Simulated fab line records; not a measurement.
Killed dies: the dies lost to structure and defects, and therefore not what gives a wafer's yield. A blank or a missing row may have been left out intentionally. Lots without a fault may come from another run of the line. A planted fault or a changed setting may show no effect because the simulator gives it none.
Chamber matching :: flow n5 finfet :: 4 sister chambers for N5_PASSIVATION_VIA_ETCH_13 on rie diel-01
The step etches SiO2 in CHF3/O2, target depth 660 nm, time 330 s. 4 wafers are shown with their chamber, then 7 later ones without.

## WAFERS PAIRED WITH THEIR CHAMBERS
wafer: L083.4
chamber: 3
throttle valve pct (%): 19.21

wafer: L089.4
chamber: 1
throttle valve pct (%): 18.43

wafer: L088.1
chamber: 2
throttle valve pct (%): 19.11

wafer: L088.4
chamber: 0
throttle valve pct (%): 19.05

## WAFERS MISSING THEIR CHAMBER
wafer: L088.5
throttle valve pct (%): 18.43

wafer: L094.1
throttle valve pct (%): 19.05

wafer: L094.2
throttle valve pct (%): 19.14

wafer: L094.6
throttle valve pct (%): 19.05

wafer: L096.1
throttle valve pct (%): 19.16

wafer: L096.4
throttle valve pct (%): 19.15

wafer: L096.6
throttle valve pct (%): 19.08

## THE CHAMBER EACH PASSED THROUGH
wafer: L088.5
from the rows above: 1
in truth: 1

wafer: L094.1
from the rows above: 0
in truth: 0

wafer: L094.2
from the rows above: can't be placed: 2 or 3
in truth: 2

wafer: L094.6
from the rows above: 0
in truth: 0

wafer: L096.1
from the rows above: can't be placed: 2 or 3
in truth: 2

wafer: L096.4
from the rows above: can't be placed: 2 or 3
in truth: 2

wafer: L096.6
from the rows above: can't be placed: 0 or 2
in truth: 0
Placed correctly: 3 of 7. These rows do not allow placing 4 (true chamber among the candidates in 4). Number placed wrongly: 0.
How it was worked out, from the rows above alone: a wafer's distance from a chamber is the root of the sum, over the readings, of the square of ((its reading less the chamber's mean) divided by the reading's scatter). The wafer belongs to the nearest chamber; if the next one is less than 2 further off, it can't be placed. A chamber's mean is the mean of its shown wafers. The scatter (one wafer shown for each chamber): square how far every hidden wafer sits from the nearest shown wafer, average those squares and take the square root.
